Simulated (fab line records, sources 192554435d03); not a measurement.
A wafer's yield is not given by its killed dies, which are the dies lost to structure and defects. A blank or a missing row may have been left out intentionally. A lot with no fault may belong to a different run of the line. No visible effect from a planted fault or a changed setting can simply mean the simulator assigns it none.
Matching of chambers | flow n5Finfet | 4 sister chambers for N5_FIN_SAQP_ETCH_65 on rieSi-01
The step etches SiO2 in CF4, target depth 4 nm, time 4.4 s. 18 wafers are shown with their chamber, then 9 later ones without.

WAFERS, EACH WITH ITS CHAMBER
wafer  | chamber | drypumpMotorCurrentA (A) | throttleValvePct (%) | oesProductAu (a.u.)
L076.1 | 3       | 5.0                      | 21.77                | 1.011
L076.2 | 1       | 5.8                      | 21.76                | 1.017
L076.3 | 2       | 6.5                      | 21.83                | 1.033
L076.4 | 0       | 5.2                      | 21.30                | 0.978
L076.5 | 0       | 5.2                      | 21.33                | 0.985
L076.6 | 3       | 5.0                      | 21.76                | 1.002
L077.1 | 2       | 6.5                      | 21.80                | 1.036
L077.5 | 1       | 5.8                      | 21.76                | 1.010
L077.6 | 2       | 6.5                      | 21.79                | 1.022
L078.3 | 0       | 5.2                      | 21.32                | 0.979
L078.4 | 3       | 5.0                      | 21.75                | 0.997
L078.6 | 2       | 6.6                      | 21.80                | 1.026
L082.1 | 0       | 5.2                      | 21.32                | 1.000
L082.4 | 2       | 6.5                      | 21.80                | 1.039
L082.5 | 0       | 5.2                      | 21.31                | 0.996
L083.2 | 0       | 5.1                      | 21.31                | 0.985
L083.5 | 0       | 5.2                      | 21.32                | 0.992
L083.6 | 3       | 5.0                      | 21.75                | 1.016

SIGNATURES (means of the wafers above)
reading              | chamber 0 | chamber 1 | chamber 2 | chamber 3 | scatter within a chamber
drypumpMotorCurrentA | 5.186     | 5.800     | 6.520     | 5.000     | 0.0344
throttleValvePct     | 21.3157   | 21.7600   | 21.8040   | 21.7575   | 0.0112
oesProductAu         | 0.98786   | 1.01350   | 1.03120   | 1.00650   | 0.00787
Rule: a wafer lies at a distance from a chamber equal to the root of the sum of squares, over the readings, of (its reading less the chamber's mean, divided by the reading's scatter). If the next closest chamber is less than 2 further off than the closest, the wafer can't be placed; otherwise it belongs to the closest. The scatter: the root of (the sum of the squares of (reading less its chamber's mean) over the shown wafers, divided by (wafers less chambers)).

WAFERS WITHOUT THEIR CHAMBER
wafer  | drypumpMotorCurrentA (A) | throttleValvePct (%) | oesProductAu (a.u.)
L086.1 | 5.0                      | 21.75                | 1.010
L086.4 | 5.8                      | 21.76                | 1.014
L086.5 | 5.2                      | 21.31                | 0.977
L096.1 | 5.2                      | 21.31                | 0.980
L096.2 | 6.5                      | 21.80                | 1.030
L096.5 | 6.5                      | 21.80                | 1.028
L097.1 | 5.0                      | 21.76                | 1.015
L097.4 | 6.5                      | 21.80                | 1.033
L097.6 | 5.2                      | 21.30                | 0.985

EACH ONE'S CHAMBER
wafer  | from the rows above | in truth
L086.1 | 3                   | 3
L086.4 | 1                   | 1
L086.5 | 0                   | 0
L096.1 | 0                   | 0
L096.2 | 2                   | 2
L096.5 | 2                   | 2
L097.1 | 3                   | 3
L097.4 | 2                   | 2
L097.6 | 0                   | 0
9 of 9 placed correctly. From these rows, 0 cannot be placed. 0 placed wrongly.
